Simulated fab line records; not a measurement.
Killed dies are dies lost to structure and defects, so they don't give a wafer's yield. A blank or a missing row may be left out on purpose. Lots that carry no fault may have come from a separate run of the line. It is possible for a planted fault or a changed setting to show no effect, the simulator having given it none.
Matching of chambers | flow nandHarc | 4 sister chambers for NHARC_A_CONTACT_ETCH_88 on rieDiel-01
The step etches the open film in CF4, target depth 39 nm, time 65 s. 4 wafers are shown with their chamber, then 12 later ones without.

EACH WAFER AND ITS CHAMBER
wafer  | chamber | showerheadPlenumPTorr (Torr)
L085.2 | 2       | 1.77
L091.4 | 3       | 1.69
L088.3 | 1       | 1.89
L088.5 | 0       | 1.67

WAFERS MISSING THEIR CHAMBER
wafer  | showerheadPlenumPTorr (Torr)
L094.1 | 1.67
L094.4 | 1.68
L094.5 | 1.77
L092.1 | 1.68
L092.2 | 1.77
L092.5 | 1.89
L093.3 | 1.67
L093.5 | 1.67
L093.6 | 1.89
L095.2 | 1.68
L095.5 | 1.89
L095.6 | 1.67

EACH ONE'S CHAMBER
wafer  | from the rows above     | in truth
L094.1 | 0                       | 0
L094.4 | can't be placed: 0 or 3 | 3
L094.5 | 2                       | 2
L092.1 | can't be placed: 0 or 3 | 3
L092.2 | 2                       | 2
L092.5 | 1                       | 1
L093.3 | 0                       | 0
L093.5 | 0                       | 0
L093.6 | 1                       | 1
L095.2 | can't be placed: 0 or 3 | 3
L095.5 | 1                       | 1
L095.6 | 0                       | 0
Correctly placed: 9 of 12. Cannot be placed on the basis of these rows: 3; the candidates contain the true chamber in 3. Number placed wrongly: 0.
How it was worked out, from the rows above alone: a wafer's distance from a chamber is the root of the sum, over the readings, of the square of ((its reading less the chamber's mean) divided by the reading's scatter). If the next closest chamber is less than 2 further off than the closest, the wafer can't be placed; otherwise it belongs to the closest. Each chamber's mean is taken over the wafers shown for it. The scatter: root of mean squared gap, hidden wafer to nearest shown wafer, with one shown wafer a chamber.
